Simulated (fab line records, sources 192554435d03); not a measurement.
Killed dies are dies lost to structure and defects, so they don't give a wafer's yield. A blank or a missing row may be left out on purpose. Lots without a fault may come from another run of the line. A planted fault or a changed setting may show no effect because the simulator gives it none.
fab line records | flow n5_finfet
record lots=24 wafers=72 last_day=19
route steps=1938 shown BEOL_M12@1633 BEOL_M13@1674
lots that met no fault: from a run of the same line without faults
start_h: hours from the record's first day to the start of the lot's first wafer shown | wait_h: hours since the lot's step before | " the same as in the row above | L1.1+2: a row that stands for several wafers | - no value, or no start given | * or withheld: withheld | < > ~ a bound
route shown NAME@n: a module of which the file shows steps, and the number in the route of the first | usual: mean/standard deviation of fault-free wafers | same: alike in all rows | chamber/n: place in a boat | sites: the reading at each site | _std_site: their standard deviation | _edge_site: outer sites' mean less inner sites' | radius_mm: how far each site lies from the wafer's centre | mask NAME#n: copy n | behind: the tool/chamber that last shaped the wafer | hold: why the lot was held/for how many hours/how that ended | device: the transistor (n, p or np) that didn't switch | end of line: the same wafers' tests at the end of the route | a step without rows: its recipe alone | killed: dies lost to structure and defects at the first sort, not the wafer's yield | map: a wafer's dies, x killed, . not, _ none there
set.NAME: the setting as run; set.NAME@STEP: as run at that earlier step | model.NAME: the simulator's own value behind a step, which no gauge read
steps of the route over a sample of lots; a table a step, a row a wafer
services: from which hour (start_h, from the record's first day; less than 0 if before it) a tool's chamber was out of use, for how many hours, and why
## steps
# step N5_BEOL_M12_OVL_MEAS_29
# recipe points_per_wafer=44
# usual M12_OVL=1/4.2
# columns lot.wafer tool chamber start_h wait_h M12_OVL[nm]
L074.2 overlay-01 0 249.62 0.0 4
L074.3 " 0 " " 5
L074.5 " 0 " " 2
L075.3 overlay-02 0 250.72 0.0 2
L075.4 " 0 " " -1
L075.6 " 0 " " -5
L078.2 overlay-02 0 301.93 0.0 -3
L078.3 " 0 " " 8
L078.6 " 0 " " 6
L077.1 overlay-01 0 302.92 0.0 0
L077.2 " 0 " " 2
L077.5 " 0 " " 5
L076.1 overlay-01 0 308.01 0.0 3
L076.5 " 0 " " -1
L076.6 " 0 " " 4
L083.1 overlay-02 0 310.93 0.0 3
L083.2 " 0 " " 4
L083.5 " 0 " " 5
L080.1 overlay-01 0 315.88 0.0 -1
L080.3 " 0 " " -2
L080.4 " 0 " " 3
L081.1 overlay-01 0 316.57 0.0 8
L081.2 " 0 " " -3
L081.4 " 0 " " -9
L079.1 overlay-01 0 326.25 0.0 -1
L079.2 " 0 " " 0
L079.3 " 0 " " 0
L082.1 overlay-02 0 328.91 0.0 0
L082.2 " 0 " " 0
L082.5 " 0 " " 2
L084.2 overlay-01 0 340.65 0.0 -2
L084.4 " 0 " " 1
L084.6 " 0 " " 2
L086.1 overlay-01 0 344.25 0.0 -2
L086.2 " 0 " " -8
L086.4 " 0 " " 1
L085.3 overlay-02 0 347.96 0.0 1
L085.5 " 0 " " 7
L085.6 " 0 " " 3
L088.1 overlay-01 0 350.45 0.0 1
L088.2 " 0 " " -2
L088.4 " 0 " " -4
L087.4 overlay-02 0 357.67 0.0 -1
L087.5 " 0 " " 2
L087.6 " 0 " " 4
L091.1 overlay-02 0 365.57 0.0 1
L091.3 " 0 " " 11
L091.6 " 0 " " 0
L089.1 overlay-02 0 378.30 0.0 -1
L089.3 " 0 " " -2
L089.5 " 0 " " 7
L093.1 overlay-02 0 382.44 0.0 3
L093.3 " 0 " " -5
L093.5 " 0 " " -4
L090.1 overlay-01 0 385.27 0.0 7
L090.2 " 0 " " 4
L090.4 " 0 " " 1
L094.1 overlay-01 0 393.03 0.0 4
L094.2 " 0 " " 8
L094.5 " 0 " " 1
L092.3 overlay-01 0 393.14 0.0 3
L092.4 " 0 " " 4
L092.5 " 0 " " 5
L095.1 overlay-01 0 399.68 0.0 -6
L095.5 " 0 " " -7
L095.6 " 0 " " 1
L096.3 overlay-02 0 415.32 0.0 1
L096.5 " 0 " " -2
L096.6 " 0 " " 1
L097.1 overlay-02 0 419.93 0.0 3
L097.3 " 0 " " 2
L097.5 " 0 " " 4
# step N5_BEOL_M12_PRE_CLEAN_42
# recipe gas=H2/He time_s=30 temp_c=250
# usual heater_power_w=344/35 susceptor_temp_C=250.00/0.16
# columns lot.wafer tool chamber start_h wait_h heater_power_w susceptor_temp_C
L074.2 pvd_sputter-03 - 253.14 0.0 359 249.98
L074.3 " - " " 341 249.81
L074.5 " - " " 343 249.76
L075.3 pvd_sputter-02 - 253.43 0.0 307 249.96
L075.4 " - " " 299 249.90
L075.6 " - " " 313 250.09
L078.2 pvd_sputter-03 - 303.91 0.0 348 249.83
L078.3 " - " " 366 250.00
L078.6 " - " " 309 250.01
L077.1 pvd_sputter-01 - 304.50 0.0 336 249.98
L077.2 " - " " 355 249.96
L077.5 " - " " 332 250.06
L076.1 pvd_sputter-02 - 309.66 0.0 302 249.93
L076.5 " - " " 377 250.20
L076.6 " - " " 323 250.04
L083.1 pvd_sputter-02 - 313.20 0.0 307 250.12
L083.2 " - " " 320 250.23
L083.5 " - " " 295 250.03
L080.1 pvd_sputter-03 - 318.18 0.0 349 250.16
L080.3 " - " " 339 249.84
L080.4 " - " " 295 249.68
L081.1 pvd_sputter-01 - 318.33 0.0 355 250.01
L081.2 " - " " 344 250.13
L081.4 " - " " 333 250.00
L079.1 pvd_sputter-01 - 329.01 0.0 431 249.81
L079.2 " - " " 326 250.17
L079.3 " - " " 348 250.19
L082.1 pvd_sputter-01 - 335.73 0.0 436 249.86
L082.2 " - " " 352 250.11
L082.5 " - " " 341 249.80
L084.2 pvd_sputter-02 - 343.68 0.0 378 249.94
L084.4 " - " " 322 250.11
L084.6 " - " " 298 250.25
L086.1 pvd_sputter-02 - 348.29 0.0 326 250.07
L086.2 " - " " 373 249.97
L086.4 " - " " 316 250.05
L085.3 pvd_sputter-02 - 352.00 0.0 304 249.84
L085.5 " - " " 324 249.98
L085.6 " - " " 313 249.96
L088.1 pvd_sputter-01 - 353.27 0.0 336 250.38
L088.2 " - " " 363 249.91
L088.4 " - " " 350 250.11
L087.4 pvd_sputter-02 - 363.00 0.0 318 250.13
L087.5 " - " " 313 249.96
L087.6 " - " " 313 250.00
L091.1 pvd_sputter-01 - 371.41 0.0 366 249.86
L091.3 " - " " 343 249.79
L091.6 " - " " 430 249.85
L089.1 pvd_sputter-03 - 380.30 0.0 342 249.96
L089.3 " - " " 353 249.96
L089.5 " - " " 358 249.93
L093.1 pvd_sputter-03 - 384.30 0.0 357 250.04
L093.3 " - " " 356 250.15
L093.5 " - " " 309 250.04
L090.1 pvd_sputter-03 - 386.54 0.0 360 250.09
L090.2 " - " " 353 250.13
L090.4 " - " " 343 249.82
L094.1 pvd_sputter-03 - 396.83 0.0 306 249.96
L094.2 " - " " 333 250.19
L094.5 " - " " 313 250.25
L092.3 pvd_sputter-03 - 397.29 0.0 344 250.08
L092.4 " - " " 340 250.12
L092.5 " - " " 350 249.92
L095.1 pvd_sputter-01 - 403.88 0.0 337 249.86
L095.5 " - " " 342 250.04
L095.6 " - " " 438 250.07
L096.3 pvd_sputter-01 - 417.07 0.0 418 250.00
L096.5 " - " " 361 249.99
L096.6 " - " " 419 249.97
L097.1 pvd_sputter-02 - 422.35 0.0 314 249.81
L097.3 " - " " 319 249.67
L097.5 " - " " 323 249.87
# step N5_BEOL_M12_CMP_49
# recipe stop_on=SiOC t_overpolish_s=20.6 down_force_psi=1 platen_rpm=50 clearing_platen_down_force_psi=1.5 clearing_platen_rpm=50 post_cmp_clean=cu_alkaline target_thk_nm=320 clearing_platen_pad_velocity_m_s=0.99484 pad_velocity_m_s=0.99484
# usual barrier_field_endpoint_s=30.4/0.78 motor_current_A=6.2/0.67 overpolish_run_s=20.600/0.009
# columns lot.wafer tool chamber start_h wait_h barrier_field_endpoint_s motor_current_A overpolish_run_s
L074.2 cmp-04 2 253.94 0.2 29.6 6.5 20.601
L074.3 " 0 " " 29.6 6.1 20.588
L074.5 " 2 " " 29.3 6.6 20.613
L075.3 cmp-02 2 254.23 0.2 30.0 5.0 20.602
L075.4 " 0 " " 29.2 7.2 20.605
L075.6 " 1 " " 29.5 6.1 20.592
L078.3 cmp-02 3 304.73 0.2 30.9 6.5 20.605
L078.2 " 0 " " 29.9 7.4 20.612
L078.6 " 3 " " 30.3 6.5 20.598
L077.1 cmp-04 1 305.30 0.3 30.6 6.2 20.595
L077.2 " 3 " " 29.9 5.6 20.599
L077.5 " 0 " " 29.9 6.4 20.603
L076.1 cmp-01 2 310.53 0.4 30.3 6.5 20.608
L076.6 " 3 " " 29.9 6.1 20.595
L076.5 " 0 " " 32.2 5.8 20.588
L083.2 cmp-04 3 313.96 0.2 30.5 5.8 20.595
L083.1 " 1 " " 30.9 6.2 20.594
L083.5 " 3 " " 30.4 5.5 20.591
L080.4 cmp-01 0 319.88 0.1 31.8 5.9 20.598
L080.3 " 1 " " 32.3 7.6 20.606
L080.1 " 2 " " 30.7 6.3 20.601
L081.1 cmp-04 0 320.23 0.3 30.7 6.1 20.585
L081.4 " 2 " " 29.9 6.5 20.605
L081.2 " 3 " " 29.9 5.9 20.604
L079.3 cmp-01 2 329.76 0.2 30.7 6.4 20.592
L079.2 " 3 " " 30.0 5.9 20.593
L079.1 " 0 " " 31.4 5.7 20.588
L082.1 cmp-02 3 336.53 0.3 29.9 6.6 20.608
L082.2 " 1 " " 29.6 5.9 20.607
L082.5 " 2 " " 29.5 4.8 20.588
L084.4 cmp-01 0 344.52 0.2 30.7 5.7 20.609
L084.2 " 1 " " 31.8 6.9 20.605
L084.6 " 3 " " 29.5 6.0 20.601
L086.2 cmp-01 2 349.44 0.2 30.9 6.9 20.605
L086.1 " 3 " " 30.7 6.2 20.610
L086.4 " 1 " " 32.0 7.2 20.605
L085.3 cmp-04 3 352.77 0.2 30.6 5.8 20.592
L085.6 " 3 " " 30.6 5.5 20.605
L085.5 " 0 " " 30.4 6.2 20.600
L088.1 cmp-02 0 354.61 0.3 29.2 7.3 20.596
L088.4 " 1 " " 29.5 5.8 20.600
L088.2 " 2 " " 30.2 5.0 20.600
L087.4 cmp-02 2 364.70 0.2 30.5 5.0 20.602
L087.5 " 3 " " 31.0 6.4 20.584
L087.6 " 0 " " 30.0 7.0 20.605
L091.1 cmp-01 0 372.79 0.3 32.0 5.5 20.600
L091.3 " 1 " " 32.0 7.3 20.611
L091.6 " 2 " " 30.4 6.9 20.591
L089.3 cmp-02 3 381.09 0.2 31.8 6.5 20.589
L089.1 " 0 " " 29.7 7.3 20.593
L089.5 " 3 " " 30.7 6.1 20.599
L093.1 cmp-02 3 385.34 0.3 31.1 6.1 20.604
L093.3 " 1 " " 29.9 5.8 20.598
L093.5 " 0 " " 30.0 7.7 20.601
L090.4 cmp-01 2 387.31 0.1 29.3 6.8 20.599
L090.2 " 3 " " 30.0 6.4 20.587
L090.1 " 1 " " 30.5 7.1 20.582
L094.1 cmp-02 2 397.75 0.3 31.2 5.1 20.615
L094.2 " 3 " " 31.2 6.3 20.615
L094.5 " 2 " " 31.1 4.8 20.600
L092.4 cmp-04 3 398.05 0.1 29.3 5.5 20.613
L092.3 " 1 " " 30.5 6.3 20.604
L092.5 " 0 " " 30.1 6.0 20.600
L095.1 cmp-04 3 404.77 0.3 30.5 5.6 20.595
L095.5 " 1 " " 32.0 6.4 20.593
L095.6 " 2 " " 30.0 6.5 20.595
L096.3 cmp-02 3 418.31 0.2 29.9 6.5 20.593
L096.5 " 3 " " 30.4 6.6 20.605
L096.6 " 0 " " 29.2 7.9 20.604
L097.1 cmp-02 0 423.14 0.3 30.7 7.2 20.586
L097.3 " 1 " " 30.2 5.7 20.606
L097.5 " 0 " " 29.8 7.5 20.613
# step N5_BEOL_M12_INSPECT_55
# recipe inspect_instrument=darkfield mode=post_dep
# usual raw_defect_count=75/27
# columns lot.wafer tool chamber start_h wait_h raw_defect_count
L074.2 defect_inspect-02 - 254.39 0.0 87
L074.3 " - " " 103
L074.5 " - " " 88
L075.3 defect_inspect-01 - 254.64 0.0 84
L075.4 " - " " 105
L075.6 " - " " 87
L078.2 defect_inspect-01 - 305.13 0.0 105
L078.3 " - " " 96
L078.6 " - " " 76
L077.1 defect_inspect-02 - 305.71 0.0 200
L077.2 " - " " 82
L077.5 " - " " 106
L076.1 defect_inspect-01 - 310.87 0.0 47
L076.5 " - " " 46
L076.6 " - " " 72
L083.1 defect_inspect-01 - 314.41 0.0 57
L083.2 " - " " 58
L083.5 " - " " 49
L080.1 defect_inspect-02 - 320.33 0.0 66
L080.3 " - " " 82
L080.4 " - " " 57
L081.1 defect_inspect-02 - 320.67 0.0 62
L081.2 " - " " 71
L081.4 " - " " 96
L079.1 defect_inspect-02 - 330.21 0.0 78
L079.2 " - " " 72
L079.3 " - " " 69
L082.1 defect_inspect-02 - 336.94 0.0 53
L082.2 " - " " 74
L082.5 " - " " 66
L084.2 defect_inspect-01 - 344.89 0.0 66
L084.4 " - " " 59
L084.6 " - " " 51
L086.1 defect_inspect-02 - 349.89 0.0 88
L086.2 " - " " 54
L086.4 " - " " 61
L085.3 defect_inspect-02 - 353.22 0.0 44
L085.5 " - " " 57
L085.6 " - " " 73
L088.1 defect_inspect-02 - 355.06 0.0 67
L088.2 " - " " 71
L088.4 " - " " 71
L087.4 defect_inspect-02 - 365.04 0.0 118
L087.5 " - " " 97
L087.6 " - " " 130
L091.1 defect_inspect-01 - 373.16 0.0 92
L091.3 " - " " 81
L091.6 " - " " 101
L089.1 defect_inspect-01 - 381.50 0.0 84
L089.3 " - " " 113
L089.5 " - " " 102
L093.1 defect_inspect-01 - 385.79 0.0 73
L093.3 " - " " 105
L093.5 " - " " 83
L090.1 defect_inspect-02 - 387.78 0.0 76
L090.2 " - " " 59
L090.4 " - " " 40
L094.1 defect_inspect-02 - 398.20 0.0 114
L094.2 " - " " 76
L094.5 " - " " 51
L092.3 defect_inspect-02 - 398.50 0.0 61
L092.4 " - " " 68
L092.5 " - " " 88
L095.1 defect_inspect-01 - 405.14 0.0 31
L095.5 " - " " 67
L095.6 " - " " 32
L096.3 defect_inspect-01 - 418.76 0.0 58
L096.5 " - " " 84
L096.6 " - " " 58
L097.1 defect_inspect-02 - 423.55 0.0 43
L097.3 " - " " 61
L097.5 " - " " 63
# step N5_BEOL_M13_VIA_ETCH_16
# recipe chemistry=C4F8/O2/Ar target=SiOC pressure_mtorr=30 source_w=3000 bias_w=700 Ar_flow_sccm=400 C4F8_flow_sccm=15 O2_flow_sccm=8 he_inner_torr=15 he_outer_torr=30 target_depth_a=9217 time_s=withheld ion_energy_ev=250 ends=cleared
# usual O2_flow_sccm=8.002/0.027 drypump_motor_current_A=5.77/0.28 oes_product_au=0.70/0.071 rf_vpp_V=665/3.2 showerhead_plenum_p_Torr=3.39/0.12 throttle_valve_pct=24.19/0.23
# columns lot.wafer tool chamber start_h wait_h O2_flow_sccm drypump_motor_current_A oes_product_au rf_vpp_V showerhead_plenum_p_Torr throttle_valve_pct
L074.2 rie_diel-05 0 255.40 0.0 8.007 5.77 0.65 665 3.37 24.20
L074.3 " 1 " " 7.999 5.18 0.63 660 3.25 24.42
L074.5 " 1 " " 8.004 5.21 0.63 661 3.25 24.42
L075.3 rie_diel-06 2 255.56 0.0 8.034 6.05 0.67 662 3.27 24.19
L075.4 " 0 " " 7.981 5.94 0.67 669 3.57 24.42
L075.6 " 1 " " 7.981 6.29 0.66 661 3.24 23.96
L078.2 rie_diel-05 0 305.80 0.0 7.987 5.76 0.64 665 3.36 24.22
L078.3 " 2 " " 8.042 5.68 0.88 665 3.35 24.19
L078.6 " 2 " " 8.039 5.64 0.88 664 3.35 24.19
L077.1 rie_diel-01 2 306.52 0.0 8.014 5.68 0.61 668 3.50 24.48
L077.2 " 0 " " 8.038 5.65 0.70 663 3.33 23.84
L077.5 " 1 " " 8.005 6.09 0.72 667 3.47 24.37
L076.1 rie_diel-01 1 312.11 0.0 8.017 6.12 0.72 666 3.47 24.39
L076.5 " 2 " " 7.982 5.66 0.61 668 3.50 24.49
L076.6 " 1 " " 8.036 6.11 0.72 668 3.47 24.38
L083.1 rie_diel-06 0 315.13 0.0 7.957 5.91 0.65 668 3.56 24.42
L083.2 " 2 " " 7.954 6.01 0.66 662 3.26 24.20
L083.5 " 3 " " 7.990 5.42 0.74 670 3.60 24.35
L080.1 rie_diel-01 0 321.21 0.0 7.972 5.68 0.70 663 3.32 23.83
L080.3 " 2 " " 8.009 5.68 0.61 668 3.50 24.48
L080.4 " 3 " " 7.999 5.87 0.77 667 3.49 23.93
L081.1 rie_diel-06 0 321.50 0.0 7.979 5.92 0.66 668 3.56 24.43
L081.2 " 3 " " 8.044 5.42 0.73 671 3.60 24.34
L081.4 " 1 " " 8.047 6.22 0.64 661 3.24 23.96
L079.1 rie_diel-06 1 330.90 0.0 8.007 6.26 0.64 661 3.24 23.97
L079.2 " 2 " " 7.962 6.00 0.65 662 3.26 24.22
L079.3 " 3 " " 8.003 5.42 0.73 670 3.60 24.36
L082.1 rie_diel-01 0 337.73 0.0 8.017 5.71 0.69 663 3.32 23.84
L082.2 " 1 " " 7.993 6.15 0.71 666 3.46 24.38
L082.5 " 0 " " 8.043 5.67 0.69 661 3.32 23.84
L084.2 rie_diel-01 1 345.68 0.0 7.999 6.14 0.71 666 3.46 24.38
L084.4 " 3 " " 8.004 5.87 0.76 667 3.48 23.96
L084.6 " 0 " " 8.015 5.69 0.69 662 3.32 23.85
L086.1 rie_diel-06 2 350.56 0.0 7.984 6.00 0.65 664 3.25 24.22
L086.2 " 3 " " 8.024 5.41 0.72 671 3.59 24.37
L086.4 " 3 " " 8.014 5.42 0.72 669 3.59 24.36
L085.3 rie_diel-05 3 354.01 0.0 7.995 5.76 0.70 662 3.29 23.85
L085.5 " 0 " " 8.016 5.77 0.64 663 3.35 24.25
L085.6 " 1 " " 7.946 5.19 0.61 660 3.23 24.46
L088.1 rie_diel-05 3 355.85 0.0 7.972 5.78 0.70 663 3.29 23.86
L088.2 " 2 " " 7.967 5.64 0.84 663 3.34 24.21
L088.4 " 0 " " 7.976 5.78 0.63 663 3.35 24.23
L087.4 rie_diel-01 2 365.81 0.1 7.960 5.66 0.86 669 3.50 24.21
L087.5 " 1 " " 8.018 6.09 0.70 664 3.46 24.40
L087.6 " 3 " " 7.946 5.87 0.75 667 3.48 23.97
L091.1 rie_diel-01 0 374.16 0.0 7.988 5.65 0.68 662 3.31 23.84
L091.3 " 2 " " 8.019 5.67 0.84 667 3.50 24.22
L091.6 " 2 " " 8.015 5.66 0.83 668 3.50 24.21
L089.1 rie_diel-05 2 382.32 0.0 7.985 5.67 0.82 663 3.34 24.23
L089.3 " 3 " " 7.980 5.77 0.69 661 3.29 23.86
L089.5 " 2 " " 7.964 5.65 0.83 665 3.34 24.22
L093.1 rie_diel-05 2 386.57 0.0 8.023 5.67 0.82 665 3.34 24.23
L093.3 " 1 " " 7.996 5.18 0.61 661 3.23 24.47
L093.5 " 0 " " 8.013 5.80 0.63 665 3.35 24.24
L090.1 rie_diel-05 1 388.54 0.0 7.985 5.21 0.60 659 3.23 24.47
L090.2 " 3 " " 8.022 5.77 0.70 661 3.29 23.87
L090.4 " 0 " " 7.955 5.80 0.62 664 3.35 24.23
L094.1 rie_diel-05 0 399.05 0.0 8.014 5.77 0.63 664 3.35 24.26
L094.2 " 3 " " 7.999 5.76 0.69 662 3.29 23.86
L094.5 " 3 " " 8.012 5.78 0.70 663 3.29 23.87
L092.3 rie_diel-01 0 399.29 0.0 7.995 5.67 0.68 662 3.31 23.87
L092.4 " 1 " " 7.987 6.14 0.70 666 3.45 24.42
L092.5 " 1 " " 8.024 6.11 0.69 667 3.45 24.40
L095.1 rie_diel-06 0 406.24 0.0 8.057 5.91 0.62 669 3.54 24.46
L095.5 " 1 " " 8.008 6.28 0.85 672 3.62 23.63
L095.6 " 0 " " 8.009 5.90 0.63 669 3.54 24.46
L096.3 rie_diel-01 3 419.55 0.0 8.055 5.83 0.73 668 3.47 23.98
L096.5 " 0 " " 7.973 5.68 0.67 662 3.31 23.88
L096.6 " 3 " " 7.985 5.86 0.74 666 3.47 23.97
L097.1 rie_diel-05 3 424.22 0.0 8.002 5.76 0.68 662 3.28 23.88
L097.3 " 1 " " 8.032 5.18 0.59 660 3.22 24.48
L097.5 " 3 " " 7.983 5.77 0.69 660 3.28 23.87
# step N5_BEOL_M13_TRENCH_ETCH_34
# recipe chemistry=C4F8/O2/Ar target=SiOC target_depth_a=4134.7 mask_material=SOC pressure_mtorr=30 source_w=3000 bias_w=700 Ar_flow_sccm=400 C4F8_flow_sccm=15 O2_flow_sccm=8 he_inner_torr=15 he_outer_torr=30 time_s=162.6 ion_energy_ev=250
# usual O2_flow_sccm=7.999/0.024 drypump_motor_current_A=5.76/0.29 oes_product_au=0.78/0.091 rf_vpp_V=665/3.5 showerhead_plenum_p_Torr=3.41/0.14 throttle_valve_pct=24.18/0.25
# columns lot.wafer tool chamber start_h wait_h O2_flow_sccm drypump_motor_current_A oes_product_au rf_hours_counter_h rf_vpp_V showerhead_plenum_p_Torr throttle_valve_pct
L074.2 rie_diel-06 3 256.66 0.0 7.976 5.41 0.82 68 670 3.61 24.33
L074.3 " 0 " " 7.991 5.92 0.73 167 667 3.57 24.42
L074.5 " 2 " " 7.976 6.04 0.74 - 663 3.27 24.19
L075.3 rie_diel-01 2 257.12 0.0 8.009 5.67 0.69 230 666 3.51 24.45
L075.4 " 0 " " 8.033 5.68 0.79 92 661 3.33 23.80
L075.6 " 3 " " 7.992 5.85 0.90 - 667 3.50 23.91
L078.2 rie_diel-01 3 307.13 0.0 7.976 5.86 0.88 39 667 3.49 23.95
L078.3 " 2 " " 8.011 5.69 0.68 245 669 3.50 24.47
L078.6 " 0 " " 7.974 5.66 0.78 - 662 3.33 23.83
L077.1 rie_diel-01 1 308.13 0.0 7.992 6.15 0.80 100 665 3.47 24.36
L077.2 " 0 " " 8.003 5.67 0.79 108 662 3.33 23.83
L077.5 " 2 " " 7.987 5.68 0.68 - 668 3.50 24.48
L076.1 rie_diel-05 1 313.58 0.0 8.023 5.22 0.69 211 661 3.24 24.45
L076.5 " 2 " " 7.978 5.65 0.96 - 665 3.35 24.21
L076.6 " 1 " " 7.991 5.19 0.68 - 661 3.24 24.42
L083.1 rie_diel-06 0 316.62 0.0 8.010 5.93 0.72 182 668 3.56 24.43
L083.2 " 1 " " 8.030 6.23 0.72 243 661 3.24 23.94
L083.5 " 0 " " 7.995 5.90 0.72 - 668 3.56 24.43
L080.1 rie_diel-06 3 322.47 0.0 7.996 5.42 0.81 86 669 3.60 24.35
L080.3 " 1 " " 8.020 6.26 0.72 245 659 3.24 23.97
L080.4 " 0 " " 7.998 5.92 0.72 184 669 3.56 24.44
L081.1 rie_diel-05 1 323.11 0.0 7.988 5.20 0.69 213 660 3.24 24.44
L081.2 " 3 " " 7.967 5.77 0.80 127 663 3.30 23.84
L081.4 " 0 " " 8.034 5.81 0.70 225 663 3.36 24.22
L079.1 rie_diel-05 0 332.23 0.0 8.019 5.78 0.71 228 665 3.36 24.22
L079.2 " 1 " " 7.965 5.21 0.68 217 662 3.24 24.44
L079.3 " 2 " " 8.016 5.71 0.94 16 664 3.34 24.21
L082.1 rie_diel-05 0 338.99 0.0 7.992 5.74 0.71 230 664 3.35 24.24
L082.2 " 2 " " 7.950 5.69 0.94 18 664 3.34 24.21
L082.5 " 3 " " 7.987 5.77 0.78 - 663 3.30 23.87
L084.2 rie_diel-06 0 347.19 0.0 8.018 5.90 0.72 193 669 3.55 24.43
L084.4 " 0 " " 8.006 5.91 0.71 - 667 3.55 24.44
L084.6 " 2 " " 8.024 6.02 0.73 - 664 3.26 24.23
L086.1 rie_diel-06 2 351.83 0.0 8.006 5.99 0.71 169 663 3.25 24.23
L086.2 " 3 " " 8.005 5.43 0.79 97 671 3.59 24.37
L086.4 " 3 " " 8.020 5.41 0.80 - 671 3.59 24.37
L085.3 rie_diel-01 3 355.28 0.0 7.977 5.86 0.84 57 667 3.48 23.96
L085.5 " 3 " " 7.962 5.85 0.83 - 667 3.48 23.95
L085.6 " 0 " " 7.986 5.69 0.76 - 662 3.32 23.85
L088.1 rie_diel-05 1 357.11 0.0 7.964 5.16 0.67 225 661 3.23 24.45
L088.2 " 2 " " 8.055 5.67 0.94 22 664 3.34 24.22
L088.4 " 0 " " 7.984 5.79 0.70 237 664 3.35 24.24
L087.4 rie_diel-06 1 366.97 0.0 7.983 6.29 1.00 3 671 3.63 23.60
L087.5 " 0 " " 7.996 5.93 0.71 - 669 3.55 24.46
L087.6 " 3 " " 8.028 5.41 0.79 - 671 3.59 24.38
L091.1 rie_diel-06 1 375.62 0.0 8.035 6.23 0.99 6 672 3.63 23.59
L091.3 " 0 " " 8.002 5.95 0.71 204 668 3.55 24.47
L091.6 " 2 " " 7.993 6.02 0.72 - 661 3.25 24.23
L089.1 rie_diel-05 2 383.58 0.0 7.990 5.67 0.91 30 664 3.34 24.21
L089.3 " 1 " " 8.000 5.20 0.67 232 661 3.23 24.48
L089.5 " 2 " " 7.983 5.62 0.92 - 665 3.34 24.24
L093.1 rie_diel-06 3 388.18 0.0 7.992 5.42 0.79 110 670 3.58 24.40
L093.3 " 1 " " 7.970 6.26 0.96 10 671 3.63 23.62
L093.5 " 1 " " 8.000 6.26 0.97 - 671 3.63 23.61
L090.1 rie_diel-01 3 389.93 0.0 8.011 5.86 0.81 70 667 3.47 23.98
L090.2 " 2 " " 7.957 5.68 0.91 16 669 3.49 24.23
L090.4 " 0 " " 7.993 5.66 0.74 133 662 3.31 23.86
L094.1 rie_diel-05 1 400.31 0.0 7.977 5.20 0.67 237 659 3.23 24.44
L094.2 " 0 " " 8.018 5.79 0.69 249 664 3.35 24.25
L094.5 " 0 " " 8.018 5.79 0.68 - 665 3.35 24.27
L092.3 rie_diel-06 2 400.68 0.0 7.985 5.98 0.71 186 660 3.25 24.24
L092.4 " 0 " " 8.042 5.90 0.69 212 668 3.54 24.45
L092.5 " 0 " " 8.023 5.90 0.70 - 668 3.54 24.46
L095.1 rie_diel-05 3 407.83 0.0 7.981 5.77 0.76 154 661 3.29 23.88
L095.5 " 1 " " 7.996 5.21 0.66 - 660 3.22 24.47
L095.6 " 2 " " 8.016 5.64 0.90 - 662 3.33 24.21
L096.3 rie_diel-01 0 420.81 0.0 7.952 5.69 0.75 142 662 3.31 23.87
L096.5 " 3 " " 8.001 5.87 0.81 - 667 3.47 23.98
L096.6 " 0 " " 8.022 5.67 0.75 - 660 3.31 23.87
L097.1 rie_diel-06 3 425.67 0.0 7.987 5.41 0.78 121 670 3.58 24.41
L097.3 " 1 " " 8.024 6.25 0.94 22 671 3.62 23.64
L097.5 " 1 " " 8.005 6.25 0.93 - 670 3.62 23.63
## services
# columns tool chamber start_h hours kind
rie_diel-01 3 231.16 2.1 repair
cmp-01 - 235.07 4.0 pm
cmp-01 - 243.20 0.8 repair
rie_diel-01 1 243.55 4.0 repair
rie_diel-05 2 245.07 - clean
rie_diel-05 2 245.07 - consumable_replace:focus_ring
rie_diel-05 2 245.07 17.8 scheduled_down
rie_diel-05 2 245.07 17.8 vent_cycle
cmp-04 - 274.33 6.9 pm
rie_diel-05 2 283.64 2.9 repair
rie_diel-05 2 290.80 7.5 repair
cmp-02 - 295.18 1.3 repair
cmp-01 - 305.16 2.4 repair
cmp-02 - 305.50 7.7 pm
rie_diel-05 2 344.91 8.1 repair
cmp-01 - 350.13 2.1 repair
rie_diel-01 1 352.91 9.1 repair
rie_diel-01 0 360.33 9.2 repair
cmp-02 - 370.34 6.5 repair
cmp-04 - 398.73 4.0 pm
cmp-02 - 402.53 4.0 pm
rie_diel-05 0 405.95 - clean
cmp-04 - 412.49 6.0 pm
cmp-01 - 425.52 0.8 repair
## key
fault none
